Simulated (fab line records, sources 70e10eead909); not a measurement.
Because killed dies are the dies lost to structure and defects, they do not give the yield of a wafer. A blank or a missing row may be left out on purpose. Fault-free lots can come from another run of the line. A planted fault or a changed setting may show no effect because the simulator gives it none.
Which tool did it? :: flow nand harc :: 35 wafers from 12 lots sampled at 5 of the route's 1302 steps

WHAT EACH GAUGE READ, for each wafer
NHARC_END_SORT_01. Usual: killed at array 56, standard deviation 18; killed at other 1.4, standard deviation 1.5; killed at periphery 4, standard deviation 3.1; killed dies 61, standard deviation 19; killed open 3.5, standard deviation 1.8; killed short 2.4, standard deviation 1.4.
lot: L442
measured: day 27 11:43
on: prober-01
killed at array: 77 71 92
killed at other: 1 0 0
killed at periphery: 7 16 6
killed dies: 85 87 98
killed open: 1 7 2
killed short: 1 2 1
flag: 

lot: L440
measured: day 27 20:19
on: prober-02
killed at array: 52 55 52
killed at other: 3 0 1
killed at periphery: 6 3 9
killed dies: 61 58 62
killed open: 4 3 4
killed short: 4 3 1
flag: 

lot: L443
measured: day 28 07:32
on: prober-01
killed at array: 47 660 40
killed at other: 0 3 1
killed at periphery: 7 14 5
killed dies: 54 677 46
killed open: 6 4 2
killed short: 4 4 2
flag: OFF

lot: L444
measured: day 30 05:02
on: prober-01
killed at array: 82 670 82
killed at other: 1 0 0
killed at periphery: 12 7 12
killed dies: 95 677 94
killed open: 4 2 6
killed short: 3 1 4
flag: OFF

lot: L446
measured: day 30 15:08
on: prober-01
killed at array: 674 673
killed at other: 0 0
killed at periphery: 3 4
killed dies: 677 677
killed open: 4 2
killed short: 2 5
flag: OFF

lot: L453
measured: day 32 20:09
on: prober-01
killed at array: 34 35 28
killed at other: 0 0 0
killed at periphery: 3 2 2
killed dies: 37 37 30
killed open: 5 2 2
killed short: 0 2 2
flag: 

lot: L455
measured: day 33 02:40
on: prober-02
killed at array: 59 46 45
killed at other: 3 0 3
killed at periphery: 2 4 5
killed dies: 64 50 53
killed open: 4 3 1
killed short: 0 3 0
flag: 

EACH LOT AND THE TOOL THAT RAN IT (in order: tool; ch and the chambers of the sampled wafers; start)
lot: L438
NHARC_A_STAIRCASE_ETCH_192: rie diel-03 ch 0,2,3, day 17 13:57 or earlier
NHARC_A_STAIRCASE_TRIM_196: rie diel-03 ch 0,1,2, day 17 13:57
NHARC_A_STAIRCASE_TRIM_200: rie diel-03 ch 0,1,2, day 17 15:08 or earlier
NHARC_A_STAIRCASE_STRIP_205: plasma asher-02 ch 0,1, day 17 15:08

lot: L437
NHARC_A_STAIRCASE_ETCH_192: rie diel-03 ch 0,2,3, day 17 17:20 or earlier
NHARC_A_STAIRCASE_TRIM_196: rie diel-03 ch 1,2, day 17 17:20
NHARC_A_STAIRCASE_TRIM_200: rie diel-03 ch 2,3, day 17 18:31 or earlier
NHARC_A_STAIRCASE_STRIP_205: plasma asher-02 ch 0,1, day 17 18:31

lot: L441
NHARC_A_STAIRCASE_ETCH_192: rie diel-13 ch 0,1,2, day 18 13:47 or earlier
NHARC_A_STAIRCASE_TRIM_196: rie diel-13 ch 0,2,3, day 18 13:47
NHARC_A_STAIRCASE_TRIM_200: rie diel-13 ch 0,1,2, day 18 14:49 or earlier
NHARC_A_STAIRCASE_STRIP_205: plasma asher-02 ch 0,1, day 18 14:49

lot: L442
NHARC_A_STAIRCASE_ETCH_192: rie diel-13 ch 0,2,3, day 19 04:49 or earlier
NHARC_A_STAIRCASE_TRIM_196: rie diel-03 ch 0,1,2, day 19 04:49
NHARC_A_STAIRCASE_TRIM_200: rie diel-03 ch 0,2,3, day 19 06:00 or earlier
NHARC_A_STAIRCASE_STRIP_205: plasma asher-01 ch 0,1, day 19 06:00

lot: L440
NHARC_A_STAIRCASE_ETCH_192: rie diel-03 ch 1,3, day 19 05:26 or earlier
NHARC_A_STAIRCASE_TRIM_196: rie diel-03 ch 2,3, day 19 05:26
NHARC_A_STAIRCASE_TRIM_200: rie diel-03 ch 0,2, day 19 06:41 or earlier
NHARC_A_STAIRCASE_STRIP_205: plasma asher-01 ch 0,1, day 19 06:41

lot: L443
NHARC_A_STAIRCASE_ETCH_192: rie diel-13 ch 1,2, day 19 16:02 or earlier
NHARC_A_STAIRCASE_TRIM_196: rie diel-03 ch 2,3, day 19 16:02
NHARC_A_STAIRCASE_TRIM_200: rie diel-03 ch 1,2,3, day 19 17:16 or earlier
NHARC_A_STAIRCASE_STRIP_205: plasma asher-01 ch 0,1, day 19 17:16

lot: L444
NHARC_A_STAIRCASE_ETCH_192: rie diel-13 ch 0,1,2, day 20 19:46 or earlier
NHARC_A_STAIRCASE_TRIM_196: rie diel-03 ch 0,1,2, day 20 19:46
NHARC_A_STAIRCASE_TRIM_200: rie diel-03 ch 0,1,3, day 20 21:49 or earlier
NHARC_A_STAIRCASE_STRIP_205: plasma asher-02 ch 0,1, day 20 21:49

lot: L446
NHARC_A_STAIRCASE_ETCH_192: rie diel-11 ch 0, day 21 00:40 or earlier
NHARC_A_STAIRCASE_TRIM_196: rie diel-03 ch 0, day 21 00:40
NHARC_A_STAIRCASE_TRIM_200: rie diel-03 ch 0,2, day 21 02:16 or earlier
NHARC_A_STAIRCASE_STRIP_205: plasma asher-02 ch 0,1, day 21 02:16

lot: L451
NHARC_A_STAIRCASE_ETCH_192: rie diel-13 ch 0,1,3, day 22 12:05 or earlier
NHARC_A_STAIRCASE_TRIM_196: rie diel-11 ch 0,1,2, day 22 12:05
NHARC_A_STAIRCASE_TRIM_200: rie diel-11 ch 0,3, day 22 14:07 or earlier
NHARC_A_STAIRCASE_STRIP_205: plasma asher-02 ch 0,1, day 22 14:07

lot: L453
NHARC_A_STAIRCASE_ETCH_192: rie diel-03 ch 1,2,3, day 24 03:07 or earlier
NHARC_A_STAIRCASE_TRIM_196: rie diel-13 ch 1,2, day 24 03:07
NHARC_A_STAIRCASE_TRIM_200: rie diel-13 ch 0,1, day 24 04:23 or earlier
NHARC_A_STAIRCASE_STRIP_205: plasma asher-02 ch 0,1, day 24 04:23

lot: L455
NHARC_A_STAIRCASE_ETCH_192: rie diel-11 ch 1,2, day 24 12:00 or earlier
NHARC_A_STAIRCASE_TRIM_196: rie diel-11 ch 2,3, day 24 12:00
NHARC_A_STAIRCASE_TRIM_200: rie diel-11 ch 1,2,3, day 24 13:02 or earlier
NHARC_A_STAIRCASE_STRIP_205: plasma asher-01 ch 1, day 24 13:02

lot: L457
NHARC_A_STAIRCASE_ETCH_192: rie diel-13 ch 0,1,2, day 25 11:22 or earlier
NHARC_A_STAIRCASE_TRIM_196: rie diel-13 ch 1,2,3, day 25 11:22
NHARC_A_STAIRCASE_TRIM_200: rie diel-13 ch 0,1,2, day 25 12:28 or earlier
NHARC_A_STAIRCASE_STRIP_205: plasma asher-02 ch 0, day 25 12:28
- NHARC_A_STAIRCASE_ETCH_192: etches the open film in C4F8/O2, target depth 100 nm, time 40.5 s.
- NHARC_A_STAIRCASE_TRIM_196: chemistry O2, time 211.2 s.
- NHARC_A_STAIRCASE_TRIM_200: chemistry O2, time 211.2 s.
- NHARC_A_STAIRCASE_STRIP_205: strips in O2.

WHAT THE TOOLS THEMSELVES READ (means of the sampled wafers that have a number; where no wafer has one, the mark that the record gives instead)
NHARC_A_STAIRCASE_ETCH_192. Usual: oes product au 0.939 a.u., standard deviation 0.01; rf vpp V 895 V, standard deviation 4.9.
lot: L438
tool: rie diel-03
oes product au (a.u.): 0.934
rf vpp V (V): 894
flag: 

lot: L437
tool: rie diel-03
oes product au (a.u.): 0.945
rf vpp V (V): 893
flag: 

lot: L441
tool: rie diel-13
oes product au (a.u.): 0.942
rf vpp V (V): 896
flag: 

lot: L442
tool: rie diel-13
oes product au (a.u.): 0.957
rf vpp V (V): 898
flag: 

lot: L440
tool: rie diel-03
oes product au (a.u.): 0.922
rf vpp V (V): 890
flag: 

lot: L443
tool: rie diel-13
oes product au (a.u.): 0.940
rf vpp V (V): 896
flag: 

lot: L444
tool: rie diel-13
oes product au (a.u.): 0.949
rf vpp V (V): 895
flag: 

lot: L446
tool: rie diel-11
oes product au (a.u.): 0.939
rf vpp V (V): 905
flag: 

lot: L451
tool: rie diel-13
oes product au (a.u.): 0.944
rf vpp V (V): 896
flag: 

lot: L453
tool: rie diel-03
oes product au (a.u.): 0.943
rf vpp V (V): 891
flag: 

lot: L455
tool: rie diel-11
oes product au (a.u.): 0.944
rf vpp V (V): 896
flag: 

lot: L457
tool: rie diel-13
oes product au (a.u.): 0.943
rf vpp V (V): 895
flag: 

NHARC_A_STAIRCASE_TRIM_196. Usual: drypump motor current A 5.6 A, standard deviation 0.37; mfc ar sccm 0.007 sccm, standard deviation 0.0099; oes product au 0.997 a.u., standard deviation 0.0087; rf vpp V 57.7 V, standard deviation 0.98; showerhead plenum p Torr 3.48 Torr, standard deviation 0.13; throttle valve pct 17.036 %, standard deviation 0.0093.
lot: L438
tool: rie diel-03
drypump motor current A (A): 5.6
mfc ar sccm (sccm): 0.005
oes product au (a.u.): 1.004
rf vpp V (V): 58.3
showerhead plenum p Torr (Torr): 3.46
throttle valve pct (%): 17.047
flag: 

lot: L437
tool: rie diel-03
drypump motor current A (A): 5.6
mfc ar sccm (sccm): 0.000
oes product au (a.u.): 0.994
rf vpp V (V): 58.3
showerhead plenum p Torr (Torr): 3.52
throttle valve pct (%): 17.033
flag: 

lot: L441
tool: rie diel-13
drypump motor current A (A): 5.3
mfc ar sccm (sccm): 0.006
oes product au (a.u.): 1.010
rf vpp V (V): 58.5
showerhead plenum p Torr (Torr): 3.57
throttle valve pct (%): 17.032
flag: 

lot: L442
tool: rie diel-03
drypump motor current A (A): 5.6
mfc ar sccm (sccm): 0.005
oes product au (a.u.): 1.003
rf vpp V (V): 57.4
showerhead plenum p Torr (Torr): 3.45
throttle valve pct (%): 17.039
flag: 

lot: L440
tool: rie diel-03
drypump motor current A (A): 5.9
mfc ar sccm (sccm): 0.000
oes product au (a.u.): 0.985
rf vpp V (V): 59.1
showerhead plenum p Torr (Torr): 3.42
throttle valve pct (%): 17.042
flag: 

lot: L443
tool: rie diel-03
drypump motor current A (A): 5.9
mfc ar sccm (sccm): 0.000
oes product au (a.u.): 0.896
rf vpp V (V): 58.5
showerhead plenum p Torr (Torr): 3.50
throttle valve pct (%): 17.034
flag: OFF

lot: L444
tool: rie diel-03
drypump motor current A (A): 5.6
mfc ar sccm (sccm): 0.005
oes product au (a.u.): 0.906
rf vpp V (V): 57.9
showerhead plenum p Torr (Torr): 3.45
throttle valve pct (%): 17.037
flag: OFF

lot: L446
tool: rie diel-03
drypump motor current A (A): 5.9
mfc ar sccm (sccm): 0.016
oes product au (a.u.): 0.716
rf vpp V (V): 57.0
showerhead plenum p Torr (Torr): 3.39
throttle valve pct (%): 17.031
flag: OFF

lot: L451
tool: rie diel-11
drypump motor current A (A): 5.9
mfc ar sccm (sccm): 0.005
oes product au (a.u.): 0.984
rf vpp V (V): 57.6
showerhead plenum p Torr (Torr): 3.65
throttle valve pct (%): 17.032
flag: 

lot: L453
tool: rie diel-13
drypump motor current A (A): 5.6
mfc ar sccm (sccm): 0.007
oes product au (a.u.): 0.998
rf vpp V (V): 58.0
showerhead plenum p Torr (Torr): 3.48
throttle valve pct (%): 17.038
flag: 

lot: L455
tool: rie diel-11
drypump motor current A (A): 5.8
mfc ar sccm (sccm): 0.013
oes product au (a.u.): 0.996
rf vpp V (V): 57.8
showerhead plenum p Torr (Torr): 3.41
throttle valve pct (%): 17.035
flag: 

lot: L457
tool: rie diel-13
drypump motor current A (A): 5.5
mfc ar sccm (sccm): 0.006
oes product au (a.u.): 0.993
rf vpp V (V): 57.8
showerhead plenum p Torr (Torr): 3.51
throttle valve pct (%): 17.040
flag: 

NHARC_A_STAIRCASE_TRIM_200. Usual: drypump motor current A 5.6 A, standard deviation 0.38; mfc ar sccm 0.008 sccm, standard deviation 0.011; oes product au 0.997 a.u., standard deviation 0.0088; rf vpp V 57.7 V, standard deviation 0.91; showerhead plenum p Torr 3.48 Torr, standard deviation 0.13; throttle valve pct 17.038 %, standard deviation 0.0084.
lot: L438
tool: rie diel-03
drypump motor current A (A): 5.6
mfc ar sccm (sccm): 0.005
oes product au (a.u.): 0.996
rf vpp V (V): 57.0
showerhead plenum p Torr (Torr): 3.46
throttle valve pct (%): 17.033
flag: 

lot: L437
tool: rie diel-03
drypump motor current A (A): 5.9
mfc ar sccm (sccm): 0.000
oes product au (a.u.): 0.991
rf vpp V (V): 57.0
showerhead plenum p Torr (Torr): 3.51
throttle valve pct (%): 17.037
flag: 

lot: L441
tool: rie diel-13
drypump motor current A (A): 5.5
mfc ar sccm (sccm): 0.006
oes product au (a.u.): 1.000
rf vpp V (V): 57.8
showerhead plenum p Torr (Torr): 3.54
throttle valve pct (%): 17.030
flag: 

lot: L442
tool: rie diel-03
drypump motor current A (A): 5.9
mfc ar sccm (sccm): 0.005
oes product au (a.u.): 0.991
rf vpp V (V): 57.4
showerhead plenum p Torr (Torr): 3.44
throttle valve pct (%): 17.041
flag: 

lot: L440
tool: rie diel-03
drypump motor current A (A): 5.9
mfc ar sccm (sccm): 0.011
oes product au (a.u.): 1.002
rf vpp V (V): 58.0
showerhead plenum p Torr (Torr): 3.46
throttle valve pct (%): 17.038
flag: 

lot: L443
tool: rie diel-03
drypump motor current A (A): 5.6
mfc ar sccm (sccm): 0.000
oes product au (a.u.): 0.992
rf vpp V (V): 58.8
showerhead plenum p Torr (Torr): 3.43
throttle valve pct (%): 17.034
flag: 

lot: L444
tool: rie diel-03
drypump motor current A (A): 5.6
mfc ar sccm (sccm): 0.005
oes product au (a.u.): 0.989
rf vpp V (V): 58.4
showerhead plenum p Torr (Torr): 3.36
throttle valve pct (%): 17.037
flag: 

lot: L446
tool: rie diel-03
drypump motor current A (A): 5.9
mfc ar sccm (sccm): 0.008
oes product au (a.u.): 0.995
rf vpp V (V): 57.3
showerhead plenum p Torr (Torr): 3.49
throttle valve pct (%): 17.044
flag: 

lot: L451
tool: rie diel-11
drypump motor current A (A): 5.8
mfc ar sccm (sccm): 0.024
oes product au (a.u.): 0.987
rf vpp V (V): 58.7
showerhead plenum p Torr (Torr): 3.65
throttle valve pct (%): 17.029
flag: 

lot: L453
tool: rie diel-13
drypump motor current A (A): 5.5
mfc ar sccm (sccm): 0.009
oes product au (a.u.): 1.000
rf vpp V (V): 57.8
showerhead plenum p Torr (Torr): 3.49
throttle valve pct (%): 17.045
flag: 

lot: L455
tool: rie diel-11
drypump motor current A (A): 5.6
mfc ar sccm (sccm): 0.013
oes product au (a.u.): 0.997
rf vpp V (V): 57.8
showerhead plenum p Torr (Torr): 3.49
throttle valve pct (%): 17.030
flag: 

lot: L457
tool: rie diel-13
drypump motor current A (A): 5.4
mfc ar sccm (sccm): 0.006
oes product au (a.u.): 0.995
rf vpp V (V): 57.8
showerhead plenum p Torr (Torr): 3.51
throttle valve pct (%): 17.045
flag: 

NHARC_A_STAIRCASE_STRIP_205. Usual: drypump motor current A 5.4 A, standard deviation 0.51; heater power w 320 W, standard deviation 18.
lot: L438
tool: plasma asher-02
drypump motor current A (A): 5.6
heater power w (W): 329
flag: 

lot: L437
tool: plasma asher-02
drypump motor current A (A): 5.2
heater power w (W): 321
flag: 

lot: L441
tool: plasma asher-02
drypump motor current A (A): 5.2
heater power w (W): 320
flag: 

lot: L442
tool: plasma asher-01
drypump motor current A (A): 5.3
heater power w (W): 307
flag: 

lot: L440
tool: plasma asher-01
drypump motor current A (A): 5.3
heater power w (W): 299
flag: 

lot: L443
tool: plasma asher-01
drypump motor current A (A): 5.3
heater power w (W): 316
flag: 

lot: L444
tool: plasma asher-02
drypump motor current A (A): 5.6
heater power w (W): 329
flag: 

lot: L446
tool: plasma asher-02
drypump motor current A (A): 5.4
heater power w (W): 322
flag: 

lot: L451
tool: plasma asher-02
drypump motor current A (A): 5.6
heater power w (W): 324
flag: 

lot: L453
tool: plasma asher-02
drypump motor current A (A): 5.6
heater power w (W): 327
flag: 

lot: L455
tool: plasma asher-01
drypump motor current A (A): 5.3
heater power w (W): 335
flag: 

lot: L457
tool: plasma asher-02
drypump motor current A (A): 4.9
heater power w (W): 305
flag: 

THE ANSWER, worked out from the rows above alone
Rule: lot off if the mean of its wafers having a number is beyond 3 standard deviations from the usual mean. Also off: a lot with no number at a reading for which 4 or more lots have one. All remaining lots with rows at the step are treated as sound. First the gauges in route order, then the tools' own readings, where a lot's mean is used as printed above. At the first step where some lot is off, the reading lying furthest off is the one used; lots without a number count as furthest.
Off at NHARC_END_SORT_01 (killed at array): L443, L444, L446. Neither off nor sound, because the step has no rows for them: L438, L437, L441, L451, L457.
If a tool, at a process step before that reading, ran all the lots that are off and no sound lot after the first of them, it fits. The gauges at NHARC_END_SORT_01 aren't tried: what is off there is off at NHARC_A_STAIRCASE_TRIM_196 too, on other tools, and a gauge's error can't cause that. NHARC_A_STAIRCASE_ETCH_192 gives no start for some lots, so the hours and the order of its lots are those of NHARC_A_STAIRCASE_TRIM_196. NHARC_A_STAIRCASE_TRIM_200 gives no start for some lots, so the hours and the order of its lots are those of NHARC_A_STAIRCASE_STRIP_205. One fits: rie diel-03 at NHARC_A_STAIRCASE_TRIM_196 and NHARC_A_STAIRCASE_TRIM_200. At NHARC_A_STAIRCASE_TRIM_196 its last sound lot is L440 (day 19 05:26), its first lot that is off L443 (day 19 16:02): a fault that began between those two fits.
The tool's own readings at NHARC_A_STAIRCASE_TRIM_196 bear it out: on the lots that are off they differ by more than 5 times the standard deviation of the sound lots' means. oes product au reads 0.839 a.u. there against 0.995 a.u. on the sound lots.

WHAT THE SIMULATOR HAD PUT IN
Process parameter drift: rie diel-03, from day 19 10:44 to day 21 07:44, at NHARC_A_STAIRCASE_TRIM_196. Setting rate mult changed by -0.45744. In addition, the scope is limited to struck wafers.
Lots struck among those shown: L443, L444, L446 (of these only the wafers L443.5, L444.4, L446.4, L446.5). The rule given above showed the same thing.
